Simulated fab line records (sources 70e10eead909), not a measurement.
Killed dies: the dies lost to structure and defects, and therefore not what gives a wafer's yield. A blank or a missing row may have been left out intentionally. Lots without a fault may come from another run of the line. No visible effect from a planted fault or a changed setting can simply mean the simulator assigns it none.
Matching of chambers	flow nandHarc	NHARC_P_GATE_DESCUM_31 on rieDiel-03: 4 sister chambers
The step chemistry O2, time 3 s. 8 wafers are shown with their chamber, then 8 later ones without.

== WAFERS WITH THEIR CHAMBER ==
wafer	chamber	showerheadPlenumPTorr (Torr)	drypumpMotorCurrentA (A)
L076.3	1	1.92	6.1
L079.5	0	1.95	5.5
L082.2	1	1.92	6.0
L082.5	2	1.94	6.0
L086.4	3	1.82	6.2
L086.5	2	1.94	5.9
L086.6	3	1.81	6.1
L091.1	0	1.95	5.5

== WAFERS WITH NO CHAMBER GIVEN ==
wafer	showerheadPlenumPTorr (Torr)	drypumpMotorCurrentA (A)
L091.3	1.94	6.0
L091.6	1.92	6.1
L092.3	1.94	6.0
L092.4	1.95	5.5
L092.6	1.95	5.4
L097.2	1.92	6.1
L097.4	1.81	6.1
L097.5	1.94	6.0

== WHICH CHAMBER EACH ONE RAN IN ==
wafer	from the rows above	in truth
L091.3	2	2
L091.6	1	1
L092.3	2	2
L092.4	0	0
L092.6	0	0
L097.2	1	1
L097.4	3	3
L097.5	2	2
Correct placement for 8 of the 8. Not placeable from these rows: 0. 0 placed wrongly.
How it was worked out, from the rows above alone: a wafer's distance from a chamber is the root of the sum, over the readings, of the square of ((its reading less the chamber's mean) divided by the reading's scatter). The wafer belongs to the nearest chamber; if the next one is less than 2 further off, it can't be placed. Each chamber's mean is taken over the wafers shown for it. How the scatter is found: for the shown wafers, subtract from each reading the mean of its chamber, square and add these, divide the total by (wafers less chambers), then take the root.
